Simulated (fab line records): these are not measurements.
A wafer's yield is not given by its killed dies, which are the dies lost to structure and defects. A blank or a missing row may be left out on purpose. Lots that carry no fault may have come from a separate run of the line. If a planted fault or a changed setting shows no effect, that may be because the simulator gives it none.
Split-lot study || flow n5_finfet || 21 wafers read across 7 lots, on a route 1938 steps long

== THE SPLIT ITSELF ==
At N5_DUMMY_GATE_COAT_34 (time 60 s, resist thk 60 nm), the setting spin_rpm was moved away from the recipe's 1500 rpm on 8 of the 21 wafers read, by -7.0% to +10.7%. For the rest of the wafers, this setting stayed at what the recipe calls for.

== FROM THE SPLIT TO THE READING: what the file shows between them, 8 steps ==
- N5_DUMMY_GATE_COAT_35: time 60 s, resist thk 10 nm
- N5_DUMMY_GATE_COAT_28: time 60 s, resist thk 10 nm
- N5_DUMMY_GATE_ETCH_29: etches underlayer in N2/H2, target depth 13 nm
- N5_DUMMY_GATE_ETCH_36: etches SiARC in CF4, target depth 13 nm
- N5_DUMMY_GATE_ETCH_37: etches SOC in N2/H2, target depth 60 nm, overetch 30 nm
- N5_DUMMY_GATE_STRIP_38: strips in N2/H2
- N5_DUMMY_GATE_STRIP_39: strips in N2/H2
- N5_DUMMY_GATE_STRIP_40: strips in CF4

== THE READING ==
SOC_of_DUMMY_GATE_COAT_34.thk_nm (the simulator's own value, which no gauge read), in nm, at N5_DUMMY_GATE_ETCH_31 (etches SiO2 in C4F6/O2, target depth 82.5 nm, time 27.5 s). The file gives no usual value for it. Here, 13 wafers ran the recipe; their average is 51.7 nm with a standard deviation of 0.28 nm.

{"wafer": "L076.1", "tool, chamber at the split": "litho_track-05, 0", "spin_rpm as run, rpm": 1500, "against the recipe": "recipe", "SOC_of_DUMMY_GATE_COAT_34.thk_nm, nm": 52, "against lot-mates on the recipe": "-"}
{"wafer": "L076.5", "tool, chamber at the split": "litho_track-05, 0", "spin_rpm as run, rpm": 1500, "against the recipe": "recipe", "SOC_of_DUMMY_GATE_COAT_34.thk_nm, nm": 51.6, "against lot-mates on the recipe": "-"}
{"wafer": "L076.6", "tool, chamber at the split": "litho_track-05, 0", "spin_rpm as run, rpm": 1604, "against the recipe": "+6.9%", "SOC_of_DUMMY_GATE_COAT_34.thk_nm, nm": 50, "against lot-mates on the recipe": -1.8}
{"wafer": "L080.2", "tool, chamber at the split": "litho_track-03, 0", "spin_rpm as run, rpm": 1395, "against the recipe": "-7.0%", "SOC_of_DUMMY_GATE_COAT_34.thk_nm, nm": 53.8, "against lot-mates on the recipe": "+2.0"}
{"wafer": "L080.5", "tool, chamber at the split": "litho_track-03, 0", "spin_rpm as run, rpm": 1395, "against the recipe": "-7.0%", "SOC_of_DUMMY_GATE_COAT_34.thk_nm, nm": 53.8, "against lot-mates on the recipe": "+2.0"}
{"wafer": "L080.4", "tool, chamber at the split": "litho_track-03, 0", "spin_rpm as run, rpm": 1500, "against the recipe": "recipe", "SOC_of_DUMMY_GATE_COAT_34.thk_nm, nm": 51.8, "against lot-mates on the recipe": "-"}
{"wafer": "L081.2", "tool, chamber at the split": "litho_track-03, 0", "spin_rpm as run, rpm": 1500, "against the recipe": "recipe", "SOC_of_DUMMY_GATE_COAT_34.thk_nm, nm": 51.8, "against lot-mates on the recipe": "-"}
{"wafer": "L081.3", "tool, chamber at the split": "litho_track-03, 0", "spin_rpm as run, rpm": 1641, "against the recipe": "+9.4%", "SOC_of_DUMMY_GATE_COAT_34.thk_nm, nm": 49, "against lot-mates on the recipe": -2.8}
{"wafer": "L081.4", "tool, chamber at the split": "litho_track-03, 0", "spin_rpm as run, rpm": 1641, "against the recipe": "+9.4%", "SOC_of_DUMMY_GATE_COAT_34.thk_nm, nm": 49.2, "against lot-mates on the recipe": -2.6}
{"wafer": "L084.3", "tool, chamber at the split": "litho_track-04, 0", "spin_rpm as run, rpm": 1660, "against the recipe": "+10.7%", "SOC_of_DUMMY_GATE_COAT_34.thk_nm, nm": 49, "against lot-mates on the recipe": -3.0}
{"wafer": "L084.5", "tool, chamber at the split": "litho_track-04, 0", "spin_rpm as run, rpm": 1660, "against the recipe": "+10.7%", "SOC_of_DUMMY_GATE_COAT_34.thk_nm, nm": 48.6, "against lot-mates on the recipe": -3.4}
{"wafer": "L084.6", "tool, chamber at the split": "litho_track-04, 0", "spin_rpm as run, rpm": 1500, "against the recipe": "recipe", "SOC_of_DUMMY_GATE_COAT_34.thk_nm, nm": 52, "against lot-mates on the recipe": "-"}
{"wafer": "L091.1", "tool, chamber at the split": "litho_track-03, 0", "spin_rpm as run, rpm": 1500, "against the recipe": "recipe", "SOC_of_DUMMY_GATE_COAT_34.thk_nm, nm": 52, "against lot-mates on the recipe": "-"}
{"wafer": "L091.5", "tool, chamber at the split": "litho_track-03, 0", "spin_rpm as run, rpm": 1500, "against the recipe": "recipe", "SOC_of_DUMMY_GATE_COAT_34.thk_nm, nm": 52, "against lot-mates on the recipe": "-"}
{"wafer": "L091.4", "tool, chamber at the split": "litho_track-03, 0", "spin_rpm as run, rpm": 1500, "against the recipe": "recipe", "SOC_of_DUMMY_GATE_COAT_34.thk_nm, nm": 51.6, "against lot-mates on the recipe": "-"}
{"wafer": "L093.3", "tool, chamber at the split": "litho_track-03, 0", "spin_rpm as run, rpm": 1500, "against the recipe": "recipe", "SOC_of_DUMMY_GATE_COAT_34.thk_nm, nm": 51.8, "against lot-mates on the recipe": "-"}
{"wafer": "L093.5", "tool, chamber at the split": "litho_track-03, 0", "spin_rpm as run, rpm": 1551, "against the recipe": "+3.4%", "SOC_of_DUMMY_GATE_COAT_34.thk_nm, nm": 50.8, "against lot-mates on the recipe": -0.7}
{"wafer": "L093.6", "tool, chamber at the split": "litho_track-03, 0", "spin_rpm as run, rpm": 1500, "against the recipe": "recipe", "SOC_of_DUMMY_GATE_COAT_34.thk_nm, nm": 51.2, "against lot-mates on the recipe": "-"}
{"wafer": "L094.1", "tool, chamber at the split": "litho_track-05, 0", "spin_rpm as run, rpm": 1500, "against the recipe": "recipe", "SOC_of_DUMMY_GATE_COAT_34.thk_nm, nm": 51.2, "against lot-mates on the recipe": "-"}
{"wafer": "L094.2", "tool, chamber at the split": "litho_track-05, 0", "spin_rpm as run, rpm": 1500, "against the recipe": "recipe", "SOC_of_DUMMY_GATE_COAT_34.thk_nm, nm": 51.6, "against lot-mates on the recipe": "-"}
{"wafer": "L094.5", "tool, chamber at the split": "litho_track-05, 0", "spin_rpm as run, rpm": 1500, "against the recipe": "recipe", "SOC_of_DUMMY_GATE_COAT_34.thk_nm, nm": 51.4, "against lot-mates on the recipe": "-"}

FIT RESULTS
A straight line over all 21 wafers: SOC_of_DUMMY_GATE_COAT_34.thk_nm changes by -0.278 nm for each +1% of spin_rpm; r = -0.98; the points scatter about the line by 0.25 nm.
The same after taking each lot's own level away (the mean of its wafers on the recipe; 21 wafers): -0.289 nm for each +1%; r = -0.99; scatter 0.19 nm.
That fit puts the effect of the largest move of spin_rpm on the reading at 3.1 nm.
Measured against the standard deviation above, the lots' own levels, which go from 51.40 to 52.00 nm, span 2.2 times it.
The two slopes agree, so the slope changes little with the lot-to-lot level.
Check: -3.09 nm against its lot-mates is what the line predicts for one of the wafers moved furthest among these (+10.7%) when that wafer is left out of the fit. It came out at -3 nm against them.

== ADDITIONAL SPLITS CARRIED BY THESE WAFERS ==
Other splits were also applied to these wafers ahead of the reading. Each is held against what the fit with the lots' levels taken away leaves over:
{"other split on the same wafers": "N5_WELL_APT_COAT_02 spin_rpm", "wafers away from the commonest value": 9, "r with SOC_of_DUMMY_GATE_COAT_34.thk_nm (lot level and that fit taken away)": -0.02}
{"other split on the same wafers": "N5_WELL_APT_DEVELOP_07 develop_time_s", "wafers away from the commonest value": 8, "r with SOC_of_DUMMY_GATE_COAT_34.thk_nm (lot level and that fit taken away)": -0.33}
{"other split on the same wafers": "N5_PMOS_HMC_CHANNEL_EPI_PEB_07 peb_time_s", "wafers away from the commonest value": 3, "r with SOC_of_DUMMY_GATE_COAT_34.thk_nm (lot level and that fit taken away)": "+0.37"}
{"other split on the same wafers": "N5_PMOS_HMC_CHANNEL_EPI_DEVELOP_08 develop_time_s", "wafers away from the commonest value": 10, "r with SOC_of_DUMMY_GATE_COAT_34.thk_nm (lot level and that fit taken away)": "+0.15"}
{"other split on the same wafers": "N5_FIN_CUT_COAT_19 spin_rpm", "wafers away from the commonest value": 8, "r with SOC_of_DUMMY_GATE_COAT_34.thk_nm (lot level and that fit taken away)": -0.05}

== THE WHOLE CHAIN: every reading that the file lists as answering this split, in the file's order ==
{"step": "N5_DUMMY_GATE_COAT_34", "what it does": "time 60 s, resist thk 60 nm", "reading": "SOC_of_DUMMY_GATE_COAT_34.thk_nm (the simulator's own value, which no gauge read)", "change (the file's fit)": "-0.293 nm for each +1% of the setting", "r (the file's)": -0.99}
{"step": "N5_DUMMY_GATE_ETCH_37", "what it does": "etches SOC in N2/H2, target depth 60 nm, overetch 30 nm", "reading": "etch.depth_nm (the simulator's own value, which no gauge read)", "change (the file's fit)": "-0.293 nm for each +1% of the setting", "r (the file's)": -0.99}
{"step": "N5_DUMMY_GATE_ETCH_31", "what it does": "etches SiO2 in C4F6/O2, target depth 82.5 nm, time 27.5 s", "reading": "SOC_of_DUMMY_GATE_COAT_34.thk_nm (the simulator's own value, which no gauge read)", "change (the file's fit)": "-0.284 nm for each +1% of the setting", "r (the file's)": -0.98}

== THE FILE'S OWN FIT ==
SOC_of_DUMMY_GATE_COAT_34.thk_nm changes by -0.284 nm for each +1% of spin_rpm, r = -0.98.
